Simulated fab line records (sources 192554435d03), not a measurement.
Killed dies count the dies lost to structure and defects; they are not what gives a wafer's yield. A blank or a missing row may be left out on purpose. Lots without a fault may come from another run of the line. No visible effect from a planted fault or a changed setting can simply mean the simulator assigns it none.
Chamber matching || flow n5 finfet || 4 sister chambers for N5_BEOL_M0_SAQP_MANDREL2_REMOVE_110 on rie si-02
The step chemistry HBr/Cl2/O2, target a-Si, stops on SiCN, bt time 10 s. 20 wafers are shown with their chamber, then 10 later ones without.

WAFERS PAIRED WITH THEIR CHAMBERS
{"wafer": "L078.2", "chamber": 1, "throttle valve pct (%)": 36.57, "drypump motor current A (A)": 5.5, "he backside leak sccm (sccm)": 2.82}
{"wafer": "L078.3", "chamber": 3, "throttle valve pct (%)": 37.21, "drypump motor current A (A)": 6.5, "he backside leak sccm (sccm)": 2.81}
{"wafer": "L078.5", "chamber": 2, "throttle valve pct (%)": 36.60, "drypump motor current A (A)": 6.7, "he backside leak sccm (sccm)": 2.55}
{"wafer": "L081.2", "chamber": 0, "throttle valve pct (%)": 36.66, "drypump motor current A (A)": 6.0, "he backside leak sccm (sccm)": 2.60}
{"wafer": "L081.3", "chamber": 1, "throttle valve pct (%)": 36.56, "drypump motor current A (A)": 5.5, "he backside leak sccm (sccm)": 2.90}
{"wafer": "L081.5", "chamber": 1, "throttle valve pct (%)": 36.59, "drypump motor current A (A)": 5.5, "he backside leak sccm (sccm)": 2.98}
{"wafer": "L082.1", "chamber": 1, "throttle valve pct (%)": 36.57, "drypump motor current A (A)": 5.5, "he backside leak sccm (sccm)": 2.74}
{"wafer": "L082.3", "chamber": 2, "throttle valve pct (%)": 36.61, "drypump motor current A (A)": 6.6, "he backside leak sccm (sccm)": 2.40}
{"wafer": "L082.4", "chamber": 0, "throttle valve pct (%)": 36.69, "drypump motor current A (A)": 6.1, "he backside leak sccm (sccm)": 2.65}
{"wafer": "L085.1", "chamber": 2, "throttle valve pct (%)": 36.62, "drypump motor current A (A)": 6.6, "he backside leak sccm (sccm)": 2.37}
{"wafer": "L085.4", "chamber": 1, "throttle valve pct (%)": 36.57, "drypump motor current A (A)": 5.5, "he backside leak sccm (sccm)": 2.90}
{"wafer": "L085.5", "chamber": 2, "throttle valve pct (%)": 36.61, "drypump motor current A (A)": 6.6, "he backside leak sccm (sccm)": 2.41}
{"wafer": "L092.1", "chamber": 2, "throttle valve pct (%)": 36.59, "drypump motor current A (A)": 6.7, "he backside leak sccm (sccm)": 2.32}
{"wafer": "L092.5", "chamber": 0, "throttle valve pct (%)": 36.68, "drypump motor current A (A)": 6.0, "he backside leak sccm (sccm)": 2.61}
{"wafer": "L092.6", "chamber": 3, "throttle valve pct (%)": 37.19, "drypump motor current A (A)": 6.5, "he backside leak sccm (sccm)": 2.77}
{"wafer": "L093.2", "chamber": 2, "throttle valve pct (%)": 36.60, "drypump motor current A (A)": 6.7, "he backside leak sccm (sccm)": 2.54}
{"wafer": "L093.4", "chamber": 0, "throttle valve pct (%)": 36.66, "drypump motor current A (A)": 6.1, "he backside leak sccm (sccm)": 2.50}
{"wafer": "L093.6", "chamber": 3, "throttle valve pct (%)": 37.20, "drypump motor current A (A)": 6.5, "he backside leak sccm (sccm)": 2.82}
{"wafer": "L094.2", "chamber": 1, "throttle valve pct (%)": 36.56, "drypump motor current A (A)": 5.5, "he backside leak sccm (sccm)": 2.79}
{"wafer": "L094.5", "chamber": 1, "throttle valve pct (%)": 36.57, "drypump motor current A (A)": 5.5, "he backside leak sccm (sccm)": 2.84}

SIGNATURES (averages over the wafers above)
{"reading": "throttle valve pct", "chamber 0": 36.6725, "chamber 1": 36.5700, "chamber 2": 36.6050, "chamber 3": 37.2000, "scatter within a chamber": 0.0112}
{"reading": "drypump motor current A", "chamber 0": 6.050, "chamber 1": 5.500, "chamber 2": 6.650, "chamber 3": 6.500, "scatter within a chamber": 0.0395}
{"reading": "he backside leak sccm", "chamber 0": 2.5900, "chamber 1": 2.8529, "chamber 2": 2.4317, "chamber 3": 2.8000, "scatter within a chamber": 0.0773}
Rule: for a wafer and a chamber, the distance is found by dividing, reading by reading, the gap between the wafer's reading and the chamber's mean by the reading's scatter, squaring, summing and taking the root. If the next closest chamber is less than 2 further off than the closest, the wafer can't be placed; otherwise it belongs to the closest. The scatter is the square root of a quotient: the sum, over the shown wafers, of each reading's squared deviation from its chamber's mean, divided by wafers minus chambers.

WAFERS WITHOUT THEIR CHAMBER
{"wafer": "L094.6", "throttle valve pct (%)": 36.61, "drypump motor current A (A)": 6.7, "he backside leak sccm (sccm)": 2.56}
{"wafer": "L095.2", "throttle valve pct (%)": 36.56, "drypump motor current A (A)": 5.5, "he backside leak sccm (sccm)": 3.04}
{"wafer": "L095.5", "throttle valve pct (%)": 37.19, "drypump motor current A (A)": 6.5, "he backside leak sccm (sccm)": 2.71}
{"wafer": "L095.6", "throttle valve pct (%)": 36.62, "drypump motor current A (A)": 6.6, "he backside leak sccm (sccm)": 2.51}
{"wafer": "L096.1", "throttle valve pct (%)": 36.56, "drypump motor current A (A)": 5.5, "he backside leak sccm (sccm)": 2.88}
{"wafer": "L096.3", "throttle valve pct (%)": 36.69, "drypump motor current A (A)": 6.1, "he backside leak sccm (sccm)": 2.64}
{"wafer": "L096.4", "throttle valve pct (%)": 37.18, "drypump motor current A (A)": 6.4, "he backside leak sccm (sccm)": 2.73}
{"wafer": "L097.2", "throttle valve pct (%)": 36.68, "drypump motor current A (A)": 6.1, "he backside leak sccm (sccm)": 2.68}
{"wafer": "L097.3", "throttle valve pct (%)": 36.60, "drypump motor current A (A)": 6.7, "he backside leak sccm (sccm)": 2.51}
{"wafer": "L097.5", "throttle valve pct (%)": 36.58, "drypump motor current A (A)": 5.5, "he backside leak sccm (sccm)": 3.06}

EACH ONE'S CHAMBER
{"wafer": "L094.6", "from the rows above": 2, "in truth": 2}
{"wafer": "L095.2", "from the rows above": 1, "in truth": 1}
{"wafer": "L095.5", "from the rows above": 3, "in truth": 3}
{"wafer": "L095.6", "from the rows above": 2, "in truth": 2}
{"wafer": "L096.1", "from the rows above": 1, "in truth": 1}
{"wafer": "L096.3", "from the rows above": 0, "in truth": 0}
{"wafer": "L096.4", "from the rows above": 3, "in truth": 3}
{"wafer": "L097.2", "from the rows above": 0, "in truth": 0}
{"wafer": "L097.3", "from the rows above": 2, "in truth": 2}
{"wafer": "L097.5", "from the rows above": 1, "in truth": 1}
Correctly placed: 10 of 10. Left unplaced by these rows: 0. Wrongly placed: 0.
